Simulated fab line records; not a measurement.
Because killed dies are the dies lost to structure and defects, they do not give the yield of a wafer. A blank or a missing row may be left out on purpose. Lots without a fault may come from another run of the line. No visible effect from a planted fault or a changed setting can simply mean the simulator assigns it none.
Matching of chambers	flow n5Finfet	N5_BEOL_M11_ETCH_61 on rieDiel-06 has 4 sister chambers
The step etches SiARC in CF4, target depth 39 nm, time 65 s. 4 wafers are shown with their chamber, then 9 later ones without.

== WAFERS, EACH WITH ITS CHAMBER ==
wafer	chamber	showerheadPlenumPTorr (Torr)
L082.1	3	2.25
L084.2	2	2.13
L084.4	1	2.08
L084.5	0	2.21

== WAFERS MISSING THEIR CHAMBER ==
wafer	showerheadPlenumPTorr (Torr)
L091.2	2.24
L091.5	2.21
L091.6	2.24
L093.3	2.21
L093.4	2.08
L093.6	2.08
L096.2	2.08
L096.3	2.21
L096.4	2.24

== EACH ONE'S CHAMBER ==
wafer	from the rows above	in truth
L091.2	3	3
L091.5	0	0
L091.6	3	3
L093.3	0	0
L093.4	1	1
L093.6	1	1
L096.2	1	1
L096.3	0	0
L096.4	3	3
Placed correctly: 9 of 9. Number that these rows cannot place: 0. Placed wrongly: 0.
How it was worked out, from the rows above alone: a wafer's distance from a chamber is the root of the sum, over the readings, of the square of ((its reading less the chamber's mean) divided by the reading's scatter). The wafer belongs to the nearest chamber; if the next one is less than 2 further off, it can't be placed. A chamber's mean is the mean of its shown wafers. The scatter (one wafer shown for each chamber): square how far every hidden wafer sits from the nearest shown wafer, average those squares and take the square root.
